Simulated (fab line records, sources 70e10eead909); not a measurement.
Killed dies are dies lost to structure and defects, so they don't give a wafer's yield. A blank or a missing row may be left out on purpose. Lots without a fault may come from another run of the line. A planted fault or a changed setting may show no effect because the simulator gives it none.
fab line records | flow nand_harc
record lots=7 wafers=21 last_day=24
route steps=1159 shown A_CONTACT@959 A_BLC@964
lots that met no fault: from a run of the same line without faults
start_h: hours from the record's first day to the start of the lot's first wafer shown | wait_h: hours since the lot's step before | " the same as in the row above | L1.1+2: a row that stands for several wafers | - no value, or no start given | * or withheld: withheld | < > ~ a bound
route shown NAME@n: a module of which the file shows steps, and the number in the route of the first | usual: mean/standard deviation of fault-free wafers | same: alike in all rows | chamber/n: place in a boat | sites: the reading at each site | _std_site: their standard deviation | _edge_site: outer sites' mean less inner sites' | radius_mm: how far each site lies from the wafer's centre | mask NAME#n: copy n | behind: the tool/chamber that last shaped the wafer | hold: why the lot was held/for how many hours/how that ended | device: the transistor (n, p or np) that didn't switch | end of line: the same wafers' tests at the end of the route | a step without rows: its recipe alone | killed: dies lost to structure and defects at the first sort, not the wafer's yield | map: a wafer's dies, x killed, . not, _ none there
set.NAME: the setting as run; set.NAME@STEP: as run at that earlier step | model.NAME: the simulator's own value behind a step, which no gauge read
lots at some steps of the route; a table a step, a row a wafer
services: from which hour (start_h, from the record's first day; less than 0 if before it) a tool's chamber was out of use, for how many hours, and why
## steps
# step NHARC_A_CONTACT_CVD_19
# recipe target_thk_a=3000 temp_c=300 pressure_torr=40 wf6_flow_sccm=40 h2_flow_sccm=1600 ar_flow_sccm=1560 time_s=802 material=W
# usual heater_power_w=476/45 throttle_valve_pct=7.87/0.16
# columns lot.wafer tool chamber start_h wait_h heater_power_w throttle_valve_pct
L448.2 cvd_w-02 0 - - 419 7.83
L448.4 " 1 " " 547 8.04
L448.3 " 0 " " 423 7.65
L451.1 cvd_w-01 1 - - 451 8.03
L451.3 " 1 " " 451 7.84
L451.5 " 0 " " 489 8.13
L459.1 cvd_w-01 0 - - 499 7.89
L459.3 " 1 " " 449 7.86
L459.4 " 0 " " 481 7.83
L462.1 cvd_w-02 0 - - 411 7.72
L462.3 " 1 " " 534 7.96
L462.5 " 1 " " 555 7.92
L463.4 cvd_w-01 1 - - 444 8.06
L463.3 " 0 " " 505 8.24
L463.5 " 0 " " 530 8.02
L467.1 cvd_w-02 1 - - 567 8.06
L467.2 " 0 " " 417 7.63
L467.5 " 0 " " 422 7.76
L466.2 cvd_w-01 1 - - 444 7.84
L466.3 " 1 " " 441 7.58
L466.6 " 0 " " 504 7.97
# step NHARC_A_CONTACT_CMP_20
# recipe t_overpolish_s=30 target_thk_nm=300
# usual edge_zone_pressure_frac=0.999/0.0045 motor_current_A=12.0/0.8 overpolish_run_s=30.001/0.0091 slurry_filter_dp_kPa=13.49/0.14 time_to_endpoint_s=60/3.4
# same t_overpolish_s=30
# columns lot.wafer tool chamber start_h wait_h edge_zone_pressure_frac motor_current_A overpolish_run_s slurry_filter_dp_kPa time_to_endpoint_s
L448.4 cmp-02 2 420.10 0.5 0.995 12.8 30.006 13.55 68
L448.3 " 3 " " 0.997 12.7 29.993 13.48 59
L448.2 " 0 " " 1.001 11.7 30.013 13.65 58
L451.1 cmp-01 0 444.57 0.7 1.005 10.2 30.010 13.15 59
L451.3 " 1 " " 0.991 12.3 29.991 13.61 61
L451.5 " 2 " " 1.008 11.7 29.981 13.47 61
L459.3 cmp-02 2 477.69 0.5 1.009 13.3 30.009 13.56 63
L459.1 " 0 " " 0.998 11.7 30.005 13.57 54
L459.4 " 1 " " 0.998 12.4 29.988 13.43 60
L462.3 cmp-01 0 494.01 0.5 1.005 10.8 30.006 13.13 57
L462.1 " 2 " " 0.998 11.9 30.002 13.43 59
L462.5 " 1 " " 1.003 12.7 29.995 13.41 58
L463.4 cmp-04 1 518.84 0.5 0.994 12.2 30.001 13.37 60
L463.3 " 3 " " 0.995 11.8 29.993 13.51 62
L463.5 " 2 " " 1.000 10.9 30.019 13.45 59
L467.2 cmp-04 3 526.06 0.7 1.006 11.1 30.003 13.60 58
L467.1 " 0 " " 1.006 12.4 30.004 13.53 54
L467.5 " 2 " " 0.995 11.7 30.015 13.56 55
L466.2 cmp-01 2 526.16 0.7 1.004 11.6 29.986 13.40 61
L466.3 " 3 " " 0.998 11.8 30.003 13.47 61
L466.6 " 0 " " 1.001 10.4 29.994 13.47 58
# step NHARC_A_CONTACT_SRD_22
# step NHARC_A_CONTACT_INSPECT_23
# usual raw_defect_count=456/120
# columns lot.wafer tool chamber start_h wait_h raw_defect_count
L448.2 defect_inspect-01 - 420.51 0.1 405
L448.3 " - " " 490
L448.4 " - " " 486
L451.1 defect_inspect-01 - 444.92 0.1 410
L451.3 " - " " 376
L451.5 " - " " 550
L459.1 defect_inspect-01 - 478.10 0.1 430
L459.3 " - " " 509
L459.4 " - " " 432
L462.1 defect_inspect-01 - 494.42 0.1 390
L462.3 " - " " 364
L462.5 " - " " 443
L463.3 defect_inspect-01 - 519.25 0.1 362
L463.4 " - " " 283
L463.5 " - " " 294
L467.1 defect_inspect-02 - 526.43 0.1 335
L467.2 " - " " 346
L467.5 " - " " 465
L466.2 defect_inspect-01 - 526.52 0.1 406
L466.3 " - " " 628
L466.6 " - " " 447
# step NHARC_A_BLC_DEHYDRATE_00
# recipe temp_c=150 time_s=120
# step NHARC_A_BLC_HMDS_01
# recipe time_s=30
# step NHARC_A_BLC_COAT_02
# recipe temp_c=260 time_s=75
# step NHARC_A_BLC_COAT_03
# recipe temp_c=225 time_s=65
# step NHARC_A_BLC_COAT_04
# recipe spin_rpm=1500 resist_thk_nm=90
# step NHARC_A_BLC_SOFTBAKE_05
# recipe temp_c=105 time_s=55
# step NHARC_A_BLC_EBR_06
# step NHARC_A_BLC_EXPOSE_07
# recipe na=1.35 target_cd_nm=100 dose_mj=67.97 mask_id=A_BLC
# columns lot.wafer tool chamber start_h wait_h mask model.A_BLC.overlay_x_nm
L448.2+3+4 arfi_scanner-01 0 420.88 - A_BLC#0 0.1807
L451.1+3+5 arfi_scanner-02 0 445.29 - A_BLC#0 0.1362
L459.1+3+4 arfi_scanner-02 0 478.47 - A_BLC#0 6.973
L462.1+3+5 arfi_scanner-02 0 494.78 - A_BLC#0 5.585
L463.3+4+5 arfi_scanner-02 0 519.62 - A_BLC#0 7.775
L467.1+2+5 arfi_scanner-03 0 526.80 - A_BLC#0 -0.5195
L466.2+3+6 arfi_scanner-03 0 526.83 - A_BLC#0 -0.09387
# step NHARC_A_BLC_PEB_08
# recipe peb_temp_c=100 peb_time_s=65
# step NHARC_A_BLC_DEVELOP_09
# recipe develop_time_s=35 dev_temp_c=23
# step NHARC_A_BLC_CD_MEAS_10
# recipe target_cd_nm=100 landing_energy_ev=500
# usual cd_nm=100.0/0.9
# same landing_energy_ev=500
# columns lot.wafer tool chamber start_h wait_h cd_nm
L448.2 cd_sem-03 0 421.02 - 99.7
L448.3 " 0 " " 101.0
L448.4 " 0 " " 100.3
L451.1 cd_sem-02 0 445.43 - 98.7
L451.3 " 0 " " 99.9
L451.5 " 0 " " 99.0
L459.1 cd_sem-01 0 478.61 - 100.2
L459.3 " 0 " " 99.9
L459.4 " 0 " " 100.0
L462.1 cd_sem-03 0 494.92 - 98.7
L462.3 " 0 " " 99.1
L462.5 " 0 " " 99.1
L463.3 cd_sem-03 0 519.76 - 100.9
L463.4 " 0 " " 101.0
L463.5 " 0 " " 100.9
L467.1 cd_sem-02 0 526.94 - 99.2
L467.2 " 0 " " 100.2
L467.5 " 0 " " 99.6
L466.2 cd_sem-02 0 526.97 - 99.3
L466.3 " 0 " " 100.0
L466.6 " 0 " " 98.7
# step NHARC_A_BLC_OVL_MEAS_11
# usual overlay_x_nm=0.3/0.79 overlay_y_nm=0.0/0.8
# columns lot.wafer tool chamber start_h wait_h overlay_x_nm overlay_y_nm
L448.2 overlay-02 - 421.10 - -0.1 1.3
L448.3 " - " " 0.4 1.4
L448.4 " - " " -0.2 1.1
L451.1 overlay-02 - 445.52 - 0.6 -0.6
L451.3 " - " " 0.4 -0.7
L451.5 " - " " -0.2 0.0
L459.1 overlay-02 - 478.70 - 6.9 -0.1
L459.3 " - " " 7.3 0.6
L459.4 " - " " 7.5 0.9
L462.1 overlay-01 - 495.01 - 5.5 0.9
L462.3 " - " " 5.8 0.6
L462.5 " - " " 5.4 1.2
L463.3 overlay-02 - 519.84 - 7.9 1.7
L463.4 " - " " 7.8 1.4
L463.5 " - " " 7.8 1.2
L467.1 overlay-02 - 527.03 - -1.0 -0.5
L467.2 " - " " -0.3 -1.2
L467.5 " - " " -0.4 -1.4
L466.2 overlay-01 - 527.06 - 0.2 -0.2
L466.3 " - " " 0.0 0.2
L466.6 " - " " -0.3 -0.1
# step NHARC_A_BLC_INSPECT_12
# usual raw_defect_count=31/12
# columns lot.wafer tool chamber start_h wait_h raw_defect_count
L448.2 defect_inspect-02 - 421.16 0.1 32
L448.3 " - " " 31
L448.4 " - " " 43
L451.1 defect_inspect-01 - 445.56 0.0 34
L451.3 " - " " 28
L451.5 " - " " 24
L459.1 defect_inspect-01 - 478.73 0.0 55
L459.3 " - " " 41
L459.4 " - " " 45
L462.1 defect_inspect-02 - 495.05 0.0 32
L462.3 " - " " 29
L462.5 " - " " 30
L463.3 defect_inspect-01 - 519.88 0.0 32
L463.4 " - " " 40
L463.5 " - " " 34
L467.1 defect_inspect-01 - 527.06 0.0 17
L467.2 " - " " 20
L467.5 " - " " 17
L466.2 defect_inspect-02 - 527.10 0.0 35
L466.3 " - " " 39
L466.6 " - " " 43
## services
# columns tool chamber start_h hours kind
cmp-04 - 399.20 4.0 pm
cmp-04 - 403.20 - consumable_replace:conditioner
cmp-04 - 403.20 - consumable_replace:pad
cmp-04 - 415.56 2.7 repair
cmp-02 - 422.50 4.0 pm
cmp-02 - 426.50 - consumable_replace:conditioner
cmp-02 - 426.50 - consumable_replace:pad
cmp-04 - 435.05 0.7 repair
arfi_scanner-01 - 440.83 0.5 repair
cmp-01 - 473.68 4.0 pm
cvd_w-02 1 474.16 2.6 repair
cvd_w-01 - 477.55 13.0 pm
cvd_w-01 0 477.55 13.0 vent_cycle
cvd_w-01 1 477.55 13.0 vent_cycle
cmp-01 - 477.68 - consumable_replace:conditioner
cmp-01 - 477.68 - consumable_replace:pad
arfi_scanner-03 - 483.75 0.7 repair
cvd_w-01 0 490.55 - clean
cvd_w-01 1 490.55 - clean
arfi_scanner-03 - 494.85 1.0 repair
cmp-02 - 497.18 25.7 repair
cmp-04 - 497.20 4.0 pm
cmp-04 - 519.64 0.4 repair
arfi_scanner-02 - 523.73 4.0 pm
## key
first_sign step=NHARC_A_BLC_OVL_MEAS_11 reading=overlay_x_nm direction=up sigmas=8.3 usual=0.3 struck=6.9
effect none on later readings
model_effect step=NHARC_A_BLC_EXPOSE_07 value=A_BLC.overlay_x_nm without=0.0904 struck=6.778
met_at NHARC_A_BLC_EXPOSE_07
struck_wafers L459.1,L459.3,L459.4,L462.1,L462.3,L462.5,L463.3,L463.4,L463.5
tester_left_out L459,L462,L463
onset_between 445.29 478.47
fault kind=scanner_matching_overlay tool=arfi_scanner-02 chamber=- onset_h=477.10 steps=NHARC_A_BLC_EXPOSE_07 offset=6.6871
# tester_left_out: of these lots the tester's yield and bins aren't shown, on N5 and GAA mostly nor the transistor test; their killed dies are dies lost to structure and defects alone, not to doping, threshold or leakage, so they don't give the yield
